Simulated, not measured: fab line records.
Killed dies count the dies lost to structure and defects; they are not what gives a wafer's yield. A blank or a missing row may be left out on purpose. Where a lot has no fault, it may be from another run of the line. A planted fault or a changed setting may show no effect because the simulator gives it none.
Split-lot trial + flow n5-finfet + on a route of 1938 steps: 7 lots, 39 wafers read

## SPLIT DETAILS
At N5_DUMMY_GATE_ALD_02 (deposits SiO2, target thk 2 nm, pulse time 1 s), the setting target-thk-a was moved away from the recipe's 20 angstrom on 15 of the 39 wafers read, by -35.9% to +56.7%. This setting was run at the recipe's value on the other wafers.

The split's own step is where the reading is taken.

## THE READING
SiO2_of_DUMMY_GATE_ALD_02.thk-nm (the simulator's own value, which no gauge read), in nm, at N5_DUMMY_GATE_ALD_02 (deposits SiO2, target thk 2 nm, pulse time 1 s). No usual value for it is given in the file.

| wafer  | tool, chamber at the split | target-thk-a as run, angstrom | against the recipe | SiO2_of_DUMMY_GATE_ALD_02.thk-nm, nm | against lot-mates on the recipe |
|--------|----------------------------|-------------------------------|--------------------|--------------------------------------|---------------------------------|
| L075.1 | ald-sin-02, 0,1,2          | 20                            | recipe             | 2                                    | -                               |
| L075.2 | ald-sin-02, 0,1,2          | 20                            | recipe             | 2                                    | -                               |
| L075.4 | ald-sin-02, 0,1,2          | 20                            | recipe             | 2                                    | -                               |
| L075.3 | ald-sin-02, 3,2,3          | 31.34                         | +56.7%             | 3.2                                  | +1.2                            |
| L075.5 | ald-sin-02, 3,2,3          | 31.34                         | +56.7%             | 3.2                                  | +1.2                            |
| L075.6 | ald-sin-02, 3,2,3          | 31.34                         | +56.7%             | 3.2                                  | +1.2                            |
| L077.1 | ald-sin-02, 1,0,1          | 20                            | recipe             | 2                                    | -                               |
| L077.4 | ald-sin-02, 1,0,1          | 20                            | recipe             | 2                                    | -                               |
| L077.5 | ald-sin-02, 1,0,1          | 20                            | recipe             | 2                                    | -                               |
| L077.2 | ald-sin-02, 3,2,2          | 16.99                         | -15.1%             | 1.6                                  | -0.4                            |
| L077.3 | ald-sin-02, 3,2,2          | 16.99                         | -15.1%             | 1.6                                  | -0.4                            |
| L077.6 | ald-sin-02, 3,2,2          | 16.99                         | -15.1%             | 1.6                                  | -0.4                            |
| L081.2 | ald-sin-01, 0,0,3          | 20                            | recipe             | 2                                    | -                               |
| L081.4 | ald-sin-01, 0,0,3          | 20                            | recipe             | 2                                    | -                               |
| L081.5 | ald-sin-01, 0,0,3          | 20                            | recipe             | 2                                    | -                               |
| L084.1 | ald-sin-02, 3,0,3          | 12.81                         | -35.9%             | 1.2                                  | -0.8                            |
| L084.4 | ald-sin-02, 3,0,3          | 12.81                         | -35.9%             | 1.2                                  | -0.8                            |
| L084.6 | ald-sin-02, 3,0,3          | 12.81                         | -35.9%             | 1.2                                  | -0.8                            |
| L084.2 | ald-sin-02, 1,2,2          | 20                            | recipe             | 2                                    | -                               |
| L084.3 | ald-sin-02, 1,2,2          | 20                            | recipe             | 2                                    | -                               |
| L084.5 | ald-sin-02, 1,2,2          | 20                            | recipe             | 2                                    | -                               |
| L088.1 | ald-sin-02, 2,1,3          | 24.16                         | +20.8%             | 2.4                                  | +0.4                            |
| L088.2 | ald-sin-02, 2,1,3          | 24.16                         | +20.8%             | 2.4                                  | +0.4                            |
| L088.3 | ald-sin-02, 2,1,3          | 24.16                         | +20.8%             | 2.4                                  | +0.4                            |
| L088.4 | ald-sin-02, 0,1,0          | 20                            | recipe             | 2                                    | -                               |
| L088.5 | ald-sin-02, 0,1,0          | 20                            | recipe             | 2                                    | -                               |
| L088.6 | ald-sin-02, 0,1,0          | 20                            | recipe             | 2                                    | -                               |
| L090.1 | ald-sin-01, 1,0,3,2,1,2    | 20                            | recipe             | 2                                    | -                               |
| L090.2 | ald-sin-01, 1,0,3,2,1,2    | 20                            | recipe             | 2                                    | -                               |
| L090.3 | ald-sin-01, 1,0,3,2,1,2    | 20                            | recipe             | 2                                    | -                               |
| L090.4 | ald-sin-01, 1,0,3,2,1,2    | 20                            | recipe             | 2                                    | -                               |
| L090.5 | ald-sin-01, 1,0,3,2,1,2    | 20                            | recipe             | 2                                    | -                               |
| L090.6 | ald-sin-01, 1,0,3,2,1,2    | 20                            | recipe             | 2                                    | -                               |
| L092.1 | ald-sin-04, 1,3,2          | 20                            | recipe             | 2                                    | -                               |
| L092.4 | ald-sin-04, 1,3,2          | 20                            | recipe             | 2                                    | -                               |
| L092.5 | ald-sin-04, 1,3,2          | 20                            | recipe             | 2                                    | -                               |
| L092.2 | ald-sin-04, 0,2,3          | 26.02                         | +30.1%             | 2.6                                  | +0.6                            |
| L092.3 | ald-sin-04, 0,2,3          | 26.02                         | +30.1%             | 2.6                                  | +0.6                            |
| L092.6 | ald-sin-04, 0,2,3          | 26.02                         | +30.1%             | 2.6                                  | +0.6                            |
When a row names more than one chamber, that row covers several wafers, and the file does not tell which wafer ran in which chamber.

FIT RESULTS
A straight line over all 39 wafers: SiO2_of_DUMMY_GATE_ALD_02.thk-nm changes by +0.0214 nm for each +1% of target-thk-a; r = +1.00; the points scatter about the line by 0.025 nm.
The same after taking each lot's own level away (the mean of its wafers on the recipe; 39 wafers): +0.0214 nm for each +1%; r = +1.00; scatter 0.025 nm.
Per that fit: largest target-thk-a move, reading shift of 1.2 nm.
The lots' own levels span 2.00 to 2.00 nm.
Hence the lot-to-lot level has little effect on the slope; both slopes agree.
Check: with one of the wafers moved furthest among these (+56.7%) left out of the fit, the line predicts +1.2 nm for it against its lot-mates. Against them it came out at +1.2 nm.

## OTHER SPLITS ON THESE WAFERS
These wafers also went through other splits before the reading. Each is held against what the fit with the lots' levels taken away leaves over:
| other split on the same wafers | wafers away from the commonest value | r with SiO2_of_DUMMY_GATE_ALD_02.thk-nm (lot level and that fit taken away) |
|--------------------------------|--------------------------------------|-----------------------------------------------------------------------------|
| N5_FIN_SAQP_PECVD_47 time-s    | 12                                   | +0.04                                                                       |

## THE FILE'S OWN FIT
SiO2_of_DUMMY_GATE_ALD_02.thk-nm changes by +0.0213 nm for each +1% of target-thk-a, r = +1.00.
